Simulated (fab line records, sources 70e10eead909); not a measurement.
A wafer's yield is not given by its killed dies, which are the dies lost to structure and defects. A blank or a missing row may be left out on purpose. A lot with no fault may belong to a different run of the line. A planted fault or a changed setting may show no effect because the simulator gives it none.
Comparing a struck lot with a sound one -- flow nand harc -- 15 steps out of a route of 1159
Sound: these wafers, L663.1, L663.3, L663.5. Struck: wafers L681.1, L681.5 (left out: L681.6, a lot-mate that was not struck); the cause follows at the end.
Each step with rows lists, per side, the tool, then ch with its chambers, then its first start. Under that, the readings that differ: sound wafers -- struck wafers -- difference of the means -- sigmas: that difference in standard deviations of wafers without a fault.
alike: words and numbers the same on both sides, and readings whose means are apart by under 2 such deviations; not compared: readings that were withheld, readings missing a value for some wafer, numbers with overlapping values and no deviation given by the record, and bounds like >300 which may hide the same value.
The two part at a step that has a row with sigmas, a row that says differs or no value, or rows on one side only. Numbers that have no deviation but don't overlap get no sigmas and don't part them. A reading missing from all wafers of one side parts the sides only when that side holds two or more wafers.

first, 8 steps without rows for these wafers: NHARC_A_M1_HMDS_02 (time 30 s); NHARC_A_M1_COAT_34 (time 65 s); NHARC_A_M1_COAT_03 (resist thk 90 nm); NHARC_A_M1_SOFTBAKE_04 (time 55 s); NHARC_A_M1_EBR_05; NHARC_A_M1_EXPOSE_06 (exposes mask A M1, target cd 120 nm); NHARC_A_M1_PEB_07 (peb time 65 s); NHARC_A_M1_DEVELOP_08 (develop time 35 s).
NHARC_A_M1_CD_MEAS_09 targets a cd of 120 nm.
  sound on cd sem-03 ch 0, day 17 22:50; struck on cd sem-02 ch 0, day 22 16:20
  alike: cd nm
NHARC_A_M1_OVL_MEAS_10: pitch 240 nm.
  sound on overlay-01, day 17 22:55; struck on overlay-02, day 22 16:25
reading,sound,struck,difference,sigmas
overlay y nm (nm),0.2 0.9 0.5,-1.2 -1.7,-2.0,-2
  alike: overlay x nm
NHARC_A_M1_INSPECT_11:
  sound on defect inspect-02, day 17 22:58; struck on defect inspect-01, day 22 16:27
  alike: raw defect count
NHARC_A_M1_DESCUM_14: chemistry O2, time 3 s.
  sound on rie diel-02 ch 1,2,3, day 17 23:01; struck on rie diel-02 ch 2, day 22 16:32
  alike: drypump motor current A, oes product au, rf vpp V, showerhead plenum p Torr, throttle valve pct
  not compared: rf hours counter h
NHARC_A_M1_ETCH_35: etches the open film in N2/H2, target depth 40 nm, overetch 12 nm, time 43.94 s.
  sound on rie diel-02 ch 0,1,2, day 17 23:07; struck on rie diel-02 ch 0, day 22 16:37
reading,sound,struck,difference,sigmas
oes product au (a.u.),1.009 1.003 1.008,0.989 0.988,-0.018,-3
rf fwd power W (W),394.7 395.1 396.4,- -,no value on the struck wafers,
run length s (s),65.1 65.8 65.4,55.8 55.7,-9.7,-20
  alike: drypump motor current A, rf vpp V, showerhead plenum p Torr, throttle valve pct
  not compared: rf hours counter h
NHARC_A_M1_ETCH_15: etches the open film in C4F8/Ar, target depth 182.5 nm, time 91.2 s.
  sound on rie diel-02 ch 0,2,3; struck on rie diel-02 ch 0,3
  alike: oes product au, rf fwd power W, rf vpp V, run length s
  not compared: rf hours counter h
NHARC_END_SORT_01:
  sound on prober-01 ch 0, day 19 12:23; struck on prober-02 ch 0, day 24 05:24
  alike: defect limited yield, killed at array, killed at other, killed at periphery, killed dies, killed open, killed short, sort_bin_2_pct, sort_bin_3_pct, sort_bin_4_pct, sort n pass, sort rim yield pct, sort yield pct

== WHERE THEY PART ==
Earliest at NHARC_A_M1_OVL_MEAS_10; latest, in this record, at NHARC_A_M1_ETCH_35. Later steps at which nothing parts them and some readings are alike: NHARC_A_M1_ETCH_15, NHARC_END_SORT_01.

WHY: what had been put in by the simulator
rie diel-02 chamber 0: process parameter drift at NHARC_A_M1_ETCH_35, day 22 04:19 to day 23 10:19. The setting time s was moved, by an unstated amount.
